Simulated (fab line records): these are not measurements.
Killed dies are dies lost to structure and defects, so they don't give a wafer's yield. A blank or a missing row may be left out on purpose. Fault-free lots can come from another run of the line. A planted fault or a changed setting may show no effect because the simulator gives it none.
Split-lot experiment ; flow n5-finfet ; on a route of 1938 steps: 7 lots, 21 wafers read

## SPLIT DETAILS
At N5_BEOL_M0_ETCH_109 (etches SiCN in CH3F/O2, target depth 8 nm, overetch 2.4 nm, time 27.4 s), the setting bias-w was moved away from the recipe's 75 W on 12 of the 21 wafers read, by -13.7% to +8.9%. The other wafers ran this setting at the recipe's value.

The reading is taken at the split's own step.

## THE READING
rf-vpp-V, in V, at N5_BEOL_M0_ETCH_109 (etches SiCN in CH3F/O2, target depth 8 nm, overetch 2.4 nm, time 27.4 s). Typical for fault-free wafers on this fab line: 297.6 V, with standard deviation 1.5 V.

wafer;tool, chamber at the split;bias-w as run, W;against the recipe;rf-vpp-V, V;against lot-mates on the recipe
L076.3;rie-diel-03, 1;81.66;+8.9%;312.5;no lot-mate on the recipe
L076.4;rie-diel-03, 2;81.66;+8.9%;315.9;no lot-mate on the recipe
L076.6;rie-diel-03, 1;81.66;+8.9%;313.7;no lot-mate on the recipe
L078.2;rie-diel-06, 3;79.26;+5.7%;307.6;no lot-mate on the recipe
L078.3;rie-diel-06, 2;79.26;+5.7%;310.5;no lot-mate on the recipe
L078.5;rie-diel-06, 2;79.26;+5.7%;310.6;no lot-mate on the recipe
L081.1;rie-diel-02, 2;80.23;+7.0%;308.5;+10.2
L081.5;rie-diel-02, 2;80.23;+7.0%;309.0;+10.7
L081.6;rie-diel-02, 1;75;recipe;298.3;-
L082.1;rie-diel-02, 2;75;recipe;295.2;-
L082.4;rie-diel-02, 3;75;recipe;297.8;-
L082.5;rie-diel-02, 2;75;recipe;295.4;-
L083.1;rie-diel-06, 3;75;recipe;295.9;-
L083.4;rie-diel-06, 1;79.82;+6.4%;310.6;+14.7
L083.6;rie-diel-06, 0;79.82;+6.4%;309.3;+13.4
L088.1;rie-diel-02, 1;75;recipe;297.0;-
L088.2;rie-diel-02, 2;75;recipe;296.0;-
L088.6;rie-diel-02, 0;69.6;-7.2%;281.8;-14.7
L093.1;rie-diel-02, 1;75;recipe;296.6;-
L093.4;rie-diel-02, 0;64.75;-13.7%;269.3;-27.6
L093.5;rie-diel-02, 1;75;recipe;297.2;-

FIT RESULTS
A straight line over all 21 wafers: rf-vpp-V changes by +2 V for each +1% of bias-w; r = +0.99; the points scatter about the line by 1.4 V.
The same after taking each lot's own level away (the mean of its wafers on the recipe; 15 wafers): +1.94 V for each +1%; r = +0.99; scatter 1.5 V.
Per that fit: largest bias-w move, reading shift of 26 V.
Measured against the standard deviation above, the lots' own levels, which go from 295.90 to 298.30 V, span 1.6 times it.
The two slopes are in agreement: the lot-to-lot level therefore moves the slope only a little.
Check: -25.9 V against its lot-mates is what the line predicts for one of the wafers moved furthest among these (-13.7%) when that wafer is left out of the fit. Against them it came out at -27.6 V.
Tool readings at the split's step, against how far the setting was moved: rf-vpp-V r = +0.99.

## OTHER SPLITS APPLIED TO THESE WAFERS
Other splits were also applied to these wafers ahead of the reading. Each is held against what the fit with the lots' levels taken away leaves over:
other split on the same wafers;wafers away from the commonest value;r with rf-vpp-V (lot level and that fit taken away)
N5_SD_EPI_P_EXPOSE_06 dose-mj;8;+0.13
N5_HKMG_FIN_ETCH_35 time-s;7;+0.40
N5_MOL_CONTACT_COAG_CONTACT_ETCH_14 source-w;8;+0.07
N5_MOL_CONTACT_COAG_COAT_34 spin-rpm;6;-0.12
N5_MOL_CONTACT_COAG_EXPOSE_37 dose-mj;7;+0.16

## THE FILE'S OWN FIT
rf-vpp-V changes by +1.97 V for each +1% of bias-w, r = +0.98.
